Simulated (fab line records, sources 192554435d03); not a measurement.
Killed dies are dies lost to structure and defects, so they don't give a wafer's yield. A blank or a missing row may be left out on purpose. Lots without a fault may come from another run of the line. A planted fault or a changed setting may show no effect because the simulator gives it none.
A struck lot beside a sound one | flow n5_finfet | 18 steps out of a route of 1938
Sound: wafers L929.1, L929.2, L929.4. Struck: wafer L944.2. (L944.5 of the same lot was not struck and is left out.) The cause comes at the end.
At each step with rows: each side's tool, then ch and its chambers, then its first start. Under that, the readings that differ: sound wafers | struck wafers | difference of the means | sigmas: that difference in standard deviations of wafers without a fault.
alike: readings whose means differ by less than 2 such deviations, and words and numbers that are the same on both sides. not compared: withheld readings, readings that some wafer has no value for, bounds like >300 that may hide the same value, and numbers for which the record gives no deviation and whose values overlap.
The two part at a step that has a row with sigmas, a row that says differs or no value, or rows on one side only. Numbers that don't overlap but have no deviation are shown without sigmas and don't part them. A reading that every wafer of one side lacks parts them only if that side has two wafers or more.

first, 1 step without rows for these wafers: N5_SD_EPI_N_DEVELOP_08 (develop time 30 s).
N5_SD_EPI_N_CD_MEAS_09: target cd 120 nm.
  sound on cd_sem-02 ch 0, day 3 02:57; struck on cd_sem-01 ch 0, day 6 18:41
  alike: cd_nm
N5_SD_EPI_N_OVL_MEAS_10:
  sound on overlay-02 ch 0, day 3 02:59; struck on overlay-01 ch 0, day 6 18:43
  reading           | sound         | struck | difference | sigmas
  SD_N_BLK_OVL (nm) | 1.0 -0.9 -0.8 | -1.7   | -1.5       | -2
N5_SD_EPI_N_INSPECT_11: inspects for defects (macro).
  sound on defect_inspect-02, day 3 03:01; struck on defect_inspect-02, day 6 18:44
  alike: raw_defect_count
N5_SD_EPI_N_DESCUM_14: chemistry O2, time 7.9 s.
  sound on rie_diel-02 ch 1,2,3, day 3 03:02; struck on rie_diel-04 ch 0, day 6 18:46
  reading                | sound       | struck | difference | sigmas
  rf_hours_counter_h (h) | 162 224 191 | 32     | -160       |
  alike: drypump_motor_current_A, oes_product_au, rf_vpp_V, showerhead_plenum_p_Torr, temp_c, throttle_valve_pct
N5_SD_EPI_N_ETCH_34: etches SiARC in CF4, target depth 45.5 nm, time 75.8 s.
  sound on rie_diel-02 ch 1,2,3, day 3 03:05; struck on rie_diel-04 ch 0, day 6 18:48
  reading                | sound       | struck | difference | sigmas
  rf_hours_counter_h (h) | 162 224 191 | 32     | -160       |
  alike: drypump_motor_current_A, etch_rf_on_time_s, oes_product_au, rf_vpp_V, showerhead_plenum_p_Torr, throttle_valve_pct
then, 2 steps without rows for these wafers: N5_SD_EPI_N_ETCH_35 (etches SOC in N2/H2, overetch 108 nm, time 486 s); N5_SD_EPI_N_STRIP_36 (strips in N2/H2).
N5_SD_EPI_N_ETCHBACK_44: etches SiNx in CH3F/O2, stops on SiO2, target depth 14.5 nm.
  sound on rie_diel-02 ch 1,2,3, day 3 03:28; struck on rie_diel-04 ch 0, day 6 19:11
  reading                | sound          | struck | difference | sigmas
  oes_product_au (a.u.)  | 0.62 0.60 0.62 | 0.77   | +0.16      | +2
  rf_hours_counter_h (h) | 162 224 191    | 32     | -160       |
  alike: CH3F_flow_sccm, drypump_motor_current_A, rf_vpp_V, showerhead_plenum_p_Torr, throttle_valve_pct
then, 1 step without rows for these wafers: N5_SD_EPI_N_ETCH_45 (etches SiOCN in CH3F/O2, target depth 6 nm).
N5_SD_EPI_N_ETCH_16: etches SiO2 in CHF3/O2, target depth 5 nm.
  sound on rie_diel-02 ch 1,2,3, day 3 03:40; struck on rie_diel-04 ch 0, day 6 19:23
  reading                | sound       | struck | difference | sigmas
  rf_hours_counter_h (h) | 162 224 191 | 32     | -160       |
  alike: drypump_motor_current_A, oes_product_au, rf_vpp_V, showerhead_plenum_p_Torr, throttle_valve_pct
then, 1 step without rows for these wafers: N5_SD_EPI_N_STRIP_47 (strips in CHF3/O2).
N5_SD_EPI_N_SD_RECESS_17: chemistry HBr/Cl2/O2, target depth 41 nm, time 23.7 s, bt time 3 s.
  sound on rie_si-02 ch 1,2,3, day 3 03:44; struck on rie_si-02 ch 1, day 6 19:27
  reading                                 | sound             | struck | difference | sigmas
  oes_product_au (a.u.)                   | 0.994 0.977 1.018 | 1.190  | +0.194     | +13
  rf_hours_counter_h (h)                  | 116 116 178       | 180    | +43        |
  model.SD_EPI_N.feature_depth_nm (nm)    | 41.2 40.4 41      | 70.4   | +29.5      |
  model.etch.depth_nm (nm)                | 41.12 40.37 41    | 70.36  | +29.53     |
  model.Si_of_WELL_APT_EPI_41.thk_nm (nm) | 9.8 9.4 9.2       | 4.4    | -5.1       |
  alike: drypump_motor_current_A, throttle_valve_pct
N5_SD_EPI_N_STRIP_38: strips in N2/H2.
  sound on plasma_asher-01 ch 0,1, day 3 03:49; struck on plasma_asher-02 ch 1, day 6 19:33
  alike: drypump_motor_current_A, heater_power_w, n2_flow_sccm, oes_product_au, temp_c
  not compared: rf_hours_counter_h
then, 1 step without rows for these wafers: N5_SD_EPI_N_WET_ETCH_43 (etches SiO2 in dHF, time 14 s, target depth 1.5 nm).
N5_SD_EPI_N_STRIP_18: strips in SPM, time 750 s.
  sound on wet_bench-06 ch 0,4,5, day 3 03:55; struck on wet_bench-03 ch 4, day 6 19:38
  reading                                 | sound     | struck | difference | sigmas
  model.Si_of_WELL_APT_EPI_41.thk_nm (nm) | 9.4 9 8.8 | 4      | -5         |
  alike: temp_c
then, 1 step without rows for these wafers: N5_SD_EPI_N_SRD_20 (time 30 s).
-- the record jumps here: 9 days lie between the struck wafers' starts before and after (it left off in module SD_EPI_N and takes up again in module PASSIVATION, whose first step shown is number 1936 of the route) --
N5_PASSIVATION_PROBE_49:
  the record has rows for the struck wafers here (prober-02, day 16 04:32) and none for the sound ones

WHERE THEY PART
First at N5_SD_EPI_N_OVL_MEAS_10; last, within this record, at N5_PASSIVATION_PROBE_49.

WHY: what the simulator had put in
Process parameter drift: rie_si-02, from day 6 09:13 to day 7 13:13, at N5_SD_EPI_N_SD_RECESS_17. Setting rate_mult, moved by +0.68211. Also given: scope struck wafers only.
